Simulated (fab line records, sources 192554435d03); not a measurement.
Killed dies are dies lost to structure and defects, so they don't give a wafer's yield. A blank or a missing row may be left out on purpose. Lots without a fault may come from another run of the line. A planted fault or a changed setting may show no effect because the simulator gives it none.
Chamber matching | flow n5_finfet | N5_BEOL_M5_ALD_86 on ald_metal-04: 4 sister chambers
The step deposits TaN, pulse time 2 s, purge time 3 s, co reactant purge time 2 s. 16 wafers are shown with their chamber, then 8 later ones without.

WAFERS WITH THEIR CHAMBER
wafer  | chamber | heater_power_w (W)
L074.4 | 2       | 430
L074.5 | 2       | 424
L074.6 | 1       | 406
L076.1 | 1       | 415
L076.3 | 3       | 475
L076.5 | 1       | 418
L080.1 | 0       | 384
L080.4 | 2       | 417
L080.6 | 1       | 412
L083.3 | 1       | 403
L083.4 | 2       | 416
L083.5 | 0       | 382
L085.2 | 0       | 391
L085.4 | 2       | 416
L085.5 | 1       | 416
L087.1 | 3       | 465

SIGNATURES (means of the wafers above)
reading        | chamber 0 | chamber 1 | chamber 2 | chamber 3 | scatter within a chamber
heater_power_w | 385.67    | 411.67    | 420.60    | 470.00    | 5.97
Rule: a wafer's distance from a chamber is the root of the sum, over the readings, of the square of ((its reading less the chamber's mean) divided by the reading's scatter). The wafer belongs to the nearest chamber; if the next one is less than 2 further off, it can't be placed. The scatter: the root of (the sum of the squares of (reading less its chamber's mean) over the shown wafers, divided by (wafers less chambers)).

WAFERS WITHOUT THEIR CHAMBER
wafer  | heater_power_w (W)
L087.2 | 416
L087.3 | 389
L091.1 | 423
L091.2 | 476
L091.6 | 434
L093.3 | 417
L093.4 | 390
L093.6 | 384

WHICH CHAMBER EACH WENT THROUGH
wafer  | from the rows above     | in truth
L087.2 | can't be placed: 1 or 2 | 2
L087.3 | 0                       | 0
L091.1 | can't be placed: 2 or 1 | 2
L091.2 | 3                       | 3
L091.6 | can't be placed: 2 or 1 | 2
L093.3 | can't be placed: 2 or 1 | 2
L093.4 | 0                       | 0
L093.6 | 0                       | 0
Placed correctly: 4 of 8. Can't be placed from these rows: 4 (the true chamber is among the candidates in 4). Placed wrongly: 0.
